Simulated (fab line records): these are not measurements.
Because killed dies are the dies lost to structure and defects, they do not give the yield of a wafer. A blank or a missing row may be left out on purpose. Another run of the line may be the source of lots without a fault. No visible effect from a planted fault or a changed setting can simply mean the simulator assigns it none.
fab line records | flow nand-harc
[record] lots = 6 | wafers = 18 | last-day = 32
route steps=1302 shown A_SOURCE_PLATE@414 A_ONON_D1@424 END@1302
lots untouched by any fault: they come from a run of this same line in which no faults occurred
start-h: the number of hours between the record's first day and the start of the first shown wafer of the lot | wait-h: how many hours have passed since the lot's step before this one | " as in the row above | L1.1+2: a row that stands for several wafers | - value missing, or start not given | * or withheld: withheld | < > ~ a bound
route shown NAME@n: NAME is a module with steps in the file, n the number in the route of the first one | usual: mean/standard deviation taken from wafers without a fault | same: alike in all rows | chamber/n: place in a boat | sites: each site's reading | _std_site: the values' standard deviation | _edge_site: the outer-site mean with the inner-site mean subtracted | radius-mm: for every site, how far away it sits from the centre of the wafer | mask NAME#n: copy n | behind: the last tool/chamber to shape the wafer | hold: reason for holding the lot/hours on hold/outcome of the hold | device: transistor that didn't switch, given as n, p or np | end of line: the same wafers' tests at the end of the route | a step given without rows: its recipe and nothing more | killed: at the first sort, the dies lost to defects and structure; wafer yield is something else | map: the dies of a wafer, with x for killed, . for not killed, _ for no die there
set.NAME: the setting the step ran with; set.NAME@STEP: the setting that earlier step ran with | model.NAME: the simulator's own value behind a step, which no gauge read
certain route steps with their lots: each step a table, each wafer a row
services: when a tool's chamber went out of use (start-h, in hours from the record's first day, below 0 if earlier), for how many hours, and the reason
[[steps]]
[step NHARC_A_SOURCE_PLATE_SRD_01]
[step NHARC_A_SOURCE_PLATE_OXIDE_02]
[recipe] target-thk-a = 100 | temp-c = 900 | ox-time-s = 1362 | material = SiO2
[step NHARC_A_SOURCE_PLATE_THK_MEAS_09]
[recipe] thk-meas-gauge = ellipsometry
[usual] thk-nm = 9.8/1.1
lot.wafer | tool          | chamber | start-h | wait-h | thk-nm
L393.4    | film-metro-01 | -       | 177.97  | 0.4    | 10.9
L393.5    | "             | -       | "       | "      | 9.2
L393.6    | "             | -       | "       | "      | 8.8
L394.1    | film-metro-01 | -       | 184.60  | 0.4    | 8.9
L394.2    | "             | -       | "       | "      | 8.4
L394.3    | "             | -       | "       | "      | 11.1
L397.1    | film-metro-02 | -       | 215.27  | 0.4    | 9.2
L397.2    | "             | -       | "       | "      | 12.1
L397.6    | "             | -       | "       | "      | 11.0
L402.2    | film-metro-02 | -       | 265.46  | 0.4    | 11.3
L402.3    | "             | -       | "       | "      | 9.9
L402.6    | "             | -       | "       | "      | 9.1
L408.2    | film-metro-01 | -       | 331.71  | 0.4    | 9.2
L408.3    | "             | -       | "       | "      | 9.3
L408.5    | "             | -       | "       | "      | 10.2
L410.1    | film-metro-01 | -       | 349.68  | 0.4    | 9.6
L410.2    | "             | -       | "       | "      | 7.5
L410.6    | "             | -       | "       | "      | 10.1
[step NHARC_A_SOURCE_PLATE_PVD_04]
[recipe] target-thk-a = 500 | material = WSi2
[step NHARC_A_SOURCE_PLATE_CVD_03]
[recipe] target-thk-a = 2000 | temp-c = 620 | pressure-mtorr = 200 | time-s = 4000 | material = poly-Si
[step NHARC_A_SOURCE_PLATE_ANNEAL_05]
[recipe] temp-c = 850 | time-s = 1800
[step NHARC_A_SOURCE_PLATE_THK_MEAS_06]
[recipe] thk-meas-gauge = ellipsometry
[usual] thk-nm = 199.0/2.4
lot.wafer | tool          | chamber | start-h | wait-h | thk-nm
L393.4    | film-metro-02 | -       | 190.99  | 0.4    | 200.6
L393.5    | "             | -       | "       | "      | 198.4
L393.6    | "             | -       | "       | "      | 199.1
L394.1    | film-metro-02 | -       | 197.59  | 0.4    | 201.4
L394.2    | "             | -       | "       | "      | 197.5
L394.3    | "             | -       | "       | "      | 198.8
L397.1    | film-metro-02 | -       | 227.85  | 0.4    | 198.4
L397.2    | "             | -       | "       | "      | 198.2
L397.6    | "             | -       | "       | "      | 197.3
L402.2    | film-metro-01 | -       | 279.70  | 0.4    | 199.7
L402.3    | "             | -       | "       | "      | 202.0
L402.6    | "             | -       | "       | "      | 201.7
L408.2    | film-metro-01 | -       | 344.22  | 0.4    | 194.7
L408.3    | "             | -       | "       | "      | 194.1
L408.5    | "             | -       | "       | "      | 192.2
L410.1    | film-metro-02 | -       | 362.69  | 0.4    | 201.7
L410.2    | "             | -       | "       | "      | 198.8
L410.6    | "             | -       | "       | "      | 198.3
[step NHARC_A_SOURCE_PLATE_INSPECT_08]
[usual] raw-defect-count = 56/24
lot.wafer | tool              | chamber | start-h | wait-h | raw-defect-count
L393.4    | defect-inspect-02 | -       | 191.09  | 0.0    | 27
L393.5    | "                 | -       | "       | "      | 34
L393.6    | "                 | -       | "       | "      | 42
L394.1    | defect-inspect-02 | -       | 197.70  | 0.0    | 92
L394.2    | "                 | -       | "       | "      | 82
L394.3    | "                 | -       | "       | "      | 54
L397.1    | defect-inspect-02 | -       | 227.95  | 0.0    | 140
L397.2    | "                 | -       | "       | "      | 70
L397.6    | "                 | -       | "       | "      | 44
L402.2    | defect-inspect-02 | -       | 279.76  | 0.0    | 58
L402.3    | "                 | -       | "       | "      | 39
L402.6    | "                 | -       | "       | "      | 40
L408.2    | defect-inspect-02 | -       | 344.33  | 0.0    | 66
L408.3    | "                 | -       | "       | "      | 27
L408.5    | "                 | -       | "       | "      | 34
L410.1    | defect-inspect-01 | -       | 362.77  | 0.0    | 36
L410.2    | "                 | -       | "       | "      | 56
L410.6    | "                 | -       | "       | "      | 28
[step NHARC_A_ONON_D1_DEP_00]
[recipe] target-thk-a = 10000 | n2-flow-sccm = 2750 | n2o-flow-sccm = 2000 | nh3-flow-sccm = 500 | sih4-flow-sccm = 210 | temp-c = 400
[step NHARC_A_ONON_D1_THK_MEAS_02]
[recipe] thk-meas-gauge = ellipsometry
[usual] thk-nm = 998/9.5
lot.wafer | tool          | chamber | start-h | wait-h | thk-nm
L393.4    | film-metro-01 | -       | 191.76  | -      | 997
L393.5    | "             | -       | "       | "      | 997
L393.6    | "             | -       | "       | "      | 997
L394.1    | film-metro-02 | -       | 198.27  | -      | 1010
L394.2    | "             | -       | "       | "      | 1010
L394.3    | "             | -       | "       | "      | 1010
L397.1    | film-metro-02 | -       | 228.52  | -      | 1004
L397.2    | "             | -       | "       | "      | 1005
L397.6    | "             | -       | "       | "      | 1004
L402.2    | film-metro-01 | -       | 280.34  | -      | 1000
L402.3    | "             | -       | "       | "      | 1002
L402.6    | "             | -       | "       | "      | 1001
L408.2    | film-metro-02 | -       | 344.90  | -      | 1009
L408.3    | "             | -       | "       | "      | 1008
L408.5    | "             | -       | "       | "      | 1007
L410.1    | film-metro-02 | -       | 363.35  | -      | 993
L410.2    | "             | -       | "       | "      | 991
L410.6    | "             | -       | "       | "      | 993
[step NHARC_A_ONON_D1_DEP_03]
[recipe] target-thk-a = 10000 | n2-flow-sccm = 2750 | n2o-flow-sccm = 2000 | nh3-flow-sccm = 500 | sih4-flow-sccm = 210 | temp-c = 400
lot.wafer  | tool          | chamber | start-h | wait-h
L393.4+5+6 | pecvd-onon-01 | 0       | 191.99  | 0.2
L394.1+2+3 | pecvd-onon-02 | 0       | 198.33  | 0.1
L397.1+2+6 | pecvd-onon-01 | 0       | 228.58  | 0.1
L402.2+3+6 | pecvd-onon-02 | 0       | 280.46  | 0.1
L408.2+3+5 | pecvd-onon-02 | 0       | 345.02  | 0.1
L410.1+2+6 | pecvd-onon-02 | 0       | 363.40  | 0.1
[step NHARC_A_ONON_D1_THK_MEAS_05]
[recipe] thk-meas-gauge = ellipsometry
[usual] thk-nm = 999/6.9
lot.wafer | tool          | chamber | start-h | wait-h | thk-nm
L393.4    | film-metro-01 | -       | 192.33  | -      | 994
L393.5    | "             | -       | "       | "      | 994
L393.6    | "             | -       | "       | "      | 996
L394.1    | film-metro-02 | -       | 198.84  | -      | 1000
L394.2    | "             | -       | "       | "      | 1002
L394.3    | "             | -       | "       | "      | 1001
L397.1    | film-metro-01 | -       | 229.09  | -      | 990
L397.2    | "             | -       | "       | "      | 992
L397.6    | "             | -       | "       | "      | 991
L402.2    | film-metro-01 | -       | 280.91  | -      | 1005
L402.3    | "             | -       | "       | "      | 1004
L402.6    | "             | -       | "       | "      | 1003
L408.2    | film-metro-02 | -       | 345.47  | -      | 327
L408.3    | "             | -       | "       | "      | 327
L408.5    | "             | -       | "       | "      | 326
L410.1    | film-metro-02 | -       | 363.92  | -      | 338
L410.2    | "             | -       | "       | "      | 339
L410.6    | "             | -       | "       | "      | 339
[step NHARC_A_ONON_D1_DEP_06]
[recipe] target-thk-a = 10000 | n2-flow-sccm = 2750 | n2o-flow-sccm = 2000 | nh3-flow-sccm = 500 | sih4-flow-sccm = 210 | temp-c = 400
[step NHARC_END_SORT_01]
[recipe] temp-c = 25
[usual] killed-at-array = 54/17 | killed-at-other = 1.0/1.4 | killed-at-periphery = 3.6/2.1 | killed-dies = 58/17 | killed-open = 3.2/2 | killed-short = 2.5/1.5
[same] gross-dies = 677
lot.wafer | tool      | chamber | start-h | wait-h | killed-at-array | killed-at-other | killed-at-periphery | killed-dies | killed-open | killed-short
L402.2    | prober-01 | 0       | 687.72  | 2.8    | 16              | 0               | 3                   | 19          | 0           | 1
L402.3    | prober-01 | 0       | 688.54  | 3.1    | 16              | 0               | 4                   | 20          | 2           | 0
L402.6    | prober-01 | 0       | 690.99  | 4.1    | 16              | 0               | 7                   | 23          | 5           | 0
L408.2    | prober-01 | 0       | 765.69  | 2.8    | 675             | 0               | 2                   | 677         | 0           | 1
L408.3    | prober-01 | 0       | 766.50  | 3.1    | 675             | 1               | 1                   | 677         | 1           | 2
L408.5    | prober-01 | 0       | 768.11  | 3.7    | 674             | 0               | 3                   | 677         | 7           | 4
L410.1    | prober-02 | 0       | 771.70  | 2.5    | 673             | 0               | 4                   | 677         | 3           | 2
L410.2    | prober-02 | 0       | 772.49  | 2.8    | 674             | 0               | 3                   | 677         | 4           | 1
L410.6    | prober-02 | 0       | 775.67  | 4.0    | 670             | 2               | 5                   | 677         | 7           | 2
// killed by level:class
L402.2 A_CHANNEL_HOLE_D1:chamber-film-flake=9 A_STAIRCASE:chamber-film-flake=2 A_BLC:chamber-film-flake=2 P_M1:geometric-particle:short=1 P_STI:chamber-film-flake=1 P_BONDPAD:chamber-film-flake=1 A_ZERO_WELL:chamber-film-flake=1 A_CHANNEL_HOLE_D2:chamber-film-flake=1
L402.3 A_CHANNEL_HOLE_D1:chamber-film-flake=8 P_BONDPAD:chamber-film-flake=3 A_SLIT:chamber-film-flake=2 A_CONTACT:chamber-film-flake=2 A_BLC:chamber-film-flake=2 P_CONTACT:geometric-particle:open=1 A_M0:geometric-particle:open=1 A_CHANNEL_FILL_D2:chamber-film-flake=1
L402.6 A_CHANNEL_HOLE_D1:chamber-film-flake=6 P_BONDPAD:chamber-film-flake=3 P_CONTACT:geometric-particle:open=2 A_WL_FILL:chamber-film-flake=2 A_STAIRCASE:chamber-film-flake=2 A_CONTACT:chamber-film-flake=2 P_GATE:geometric-particle:open=1 A_ONON_D1:geometric-particle:open=1
L408.2 A_ONON_D1:area-dep=643 A_CHANNEL_HOLE_D1:chamber-film-flake=13 A_CONTACT:chamber-film-flake=6 A_WL_FILL:chamber-film-flake=5 A_STAIRCASE:chamber-film-flake=3 A_SLIT:chamber-film-flake=2 A_SGD_CUT:geometric-particle:short=1 P_ZERO_WELL:chamber-film-flake=1
L408.3 A_ONON_D1:area-dep=644 A_CHANNEL_HOLE_D1:chamber-film-flake=12 A_CONTACT:chamber-film-flake=9 A_CHANNEL_FILL_D1:chamber-film-flake=3 A_STAIRCASE:chamber-film-flake=2 A_WL_FILL:chamber-film-flake=2 P_M0:geometric-particle:open=1 A_ONON_D1:geometric-particle:short=1
L408.5 A_ONON_D1:area-dep=636 A_CHANNEL_HOLE_D1:chamber-film-flake=14 A_CONTACT:chamber-film-flake=9 A_M0:geometric-particle:open=3 A_SLIT:chamber-film-flake=3 P_ZERO_WELL:chamber-film-flake=2 A_CHANNEL_HOLE_D1:geometric-particle:short=2 A_WL_FILL:geometric-particle:open=2
L410.1 A_ONON_D1:area-dep=613 A_SLIT:chamber-film-flake=26 A_CHANNEL_HOLE_D2:chamber-film-flake=16 A_CHANNEL_HOLE_D1:chamber-film-flake=6 A_STAIRCASE:chamber-film-flake=4 P_GATE:chamber-film-flake=2 A_SGD_CUT:chamber-film-flake=2 A_CONTACT:chamber-film-flake=2
L410.2 A_ONON_D1:area-dep=608 A_SLIT:chamber-film-flake=21 A_CHANNEL_HOLE_D2:chamber-film-flake=17 A_CHANNEL_HOLE_D1:chamber-film-flake=12 A_STAIRCASE:chamber-film-flake=5 A_ONON_D1:geometric-particle:open=2 A_DECK1_JOINT:geometric-particle:open=2 P_ZERO_WELL:chamber-film-flake=2
L410.6 A_ONON_D1:area-dep=586 A_CHANNEL_HOLE_D2:chamber-film-flake=36 A_SLIT:chamber-film-flake=26 A_CHANNEL_HOLE_D1:chamber-film-flake=10 A_STAIRCASE:chamber-film-flake=5 P_ZERO_WELL:chamber-film-flake=3 A_ONON_D2:geometric-particle:open=2 P_GATE:geometric-particle:open=1
// map L408.2 (x killed, . not)
____________x____________
_________xxxxxxx_________
_______xxxxxxxxxxx_______
______xxxxxxxxxxxxx______
_____xxxxxxxxxxxxxxx_____
____xxxxxxxxxxxxxxxxx____
____xxxxxxxxxxxxxxxxx____
___xxxxxxxxxxxxxxxxxxx___
___xxxxxxxxxxxxxxxxxxx___
__xxxxxxxxxxxxxxxxxxxxx__
__xxxxxxxxxxxxxxxxxxxxx__
_xxxxxxxxxxxxxxxxxxxxxxx_
_xxxxxxxxxxxxxxxxxxxxxxx_
_xxxxxxxxxxxxxxxxxxxxxxx_
_xxxxxxxxxxxxxxxxxxxxxxx_
_xxxxxxxxxxxxxxxxxxxxxxx_
xxxxxxxxxxxxxxxxxxxxxxxxx
xxxxxxxxxxxxxxxxxxxxxxxxx
xxxxxxxxxxxxxxxxxxxxxxxxx
xxxxxxxxxxxxxxxxxxxxxxxxx
xxxxxxxxxxxxxxxxxxxxxxxxx
_xxxxxxxxxxxxxxxxxxxxxxx_
_xxxxxxxxxxxxxxxxxxxxxxx_
_xxxxxxxxxxxxxxxxxxxxxxx_
_xxxxxxxxxxxxxxxxxxxxxxx_
_xxxxxxxxxxxxxxxxxxxxxxx_
__xxxxxxxxxxxxxxxxxxxxx__
__xxxxxxxxxxxxxxxxxxxxx__
___xxxxxxxxxxxxxxxxxxx___
___xxxxxxxxxxxxxxxxxxx___
____xxxxxxxxxxxxxxxxx____
____xxxxxxxxxxxxxxxxx____
_____xxxxxxxxxxxxxxx_____
______xxxxxxxxxxxxx______
_______xxxxxxxxxxx_______
_________xxxxxxx_________
____________x____________
// map L410.1 (x killed, . not)
____________x____________
_________xxxxxxx_________
_______xxxxxxxxxxx_______
______xxxxxxxxxxxxx______
_____xxxxxxxxxxxxxxx_____
____xxxxxxxxxxxxxxxxx____
____xxxxxxxxxxxxxxxxx____
___xxxxxxxxxxxxxxxxxxx___
___xxxxxxxxxxxxxxxxxxx___
__xxxxxxxxxxxxxxxxxxxxx__
__xxxxxxxxxxxxxxxxxxxxx__
_xxxxxxxxxxxxxxxxxxxxxxx_
_xxxxxxxxxxxxxxxxxxxxxxx_
_xxxxxxxxxxxxxxxxxxxxxxx_
_xxxxxxxxxxxxxxxxxxxxxxx_
_xxxxxxxxxxxxxxxxxxxxxxx_
xxxxxxxxxxxxxxxxxxxxxxxxx
xxxxxxxxxxxxxxxxxxxxxxxxx
xxxxxxxxxxxxxxxxxxxxxxxxx
xxxxxxxxxxxxxxxxxxxxxxxxx
xxxxxxxxxxxxxxxxxxxxxxxxx
_xxxxxxxxxxxxxxxxxxxxxxx_
_xxxxxxxxxxxxxxxxxxxxxxx_
_xxxxxxxxxxxxxxxxxxxxxxx_
_xxxxxxxxxxxxxxxxxxxxxxx_
_xxxxxxxxxxxxxxxxxxxxxxx_
__xxxxxxxxxxxxxxxxxxxxx__
__xxxxxxxxxxxxxxxxxxxxx__
___xxxxxxxxxxxxxxxxxxx___
___xxxxxxxxxxxxxxxxxxx___
____xxxxxxxxxxxxxxxxx____
____xxxxxxxxxxxxxxxxx____
_____xxxxxxxxxxxxxxx_____
______xxxxxxxxxxxxx______
_______xxxxxxxxxxx_______
_________xxxxxxx_________
____________x____________
[[services]]
tool          | chamber | start-h | hours | kind
pecvd-onon-02 | -       | 185.00  | 13.0  | pm
pecvd-onon-01 | -       | 269.10  | 13.0  | pm
[[key]]
[first-sign] step = NHARC_A_ONON_D1_THK_MEAS_05 | reading = thk-nm | direction = down | sigmas = 96 | usual = 999 | struck = 333
[effect] step = NHARC_END_SORT_01 | reading = killed-dies | direction = up | sigmas = 36 | usual = 58 | struck = 677
[more-kills-born-at] NHARC_A_ONON_D1_DEP_03@pecvd-onon-02 = 3730
met-at NHARC_A_ONON_D1_DEP_03
struck-wafers L408.2,L408.3,L408.5,L410.1,L410.2,L410.6
later-rows-left-out L408.2,L408.3,L408.5,L410.1,L410.2,L410.6
tester-left-out L408,L410
onset-between 280.46 345.02
also-fits time
[fault] kind = process-parameter-drift | tool = pecvd-onon-02 | chamber = - | onset-h = 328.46 | steps = NHARC_A_ONON_D1_DEP_03 | channel = target-thk-a | offset = * | shape = step | end-h = 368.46 | acts-in = * | stated = *
// tester-left-out: of these lots the tester's yield and bins aren't shown, on N5 and GAA mostly nor the transistor test; their killed dies are dies lost to structure and defects alone, not to doping, threshold or leakage, so they don't give the yield
// later-rows-left-out: the simulator's readings of these wafers behind a module that went badly wrong aren't trusted and aren't shown, but for the sort
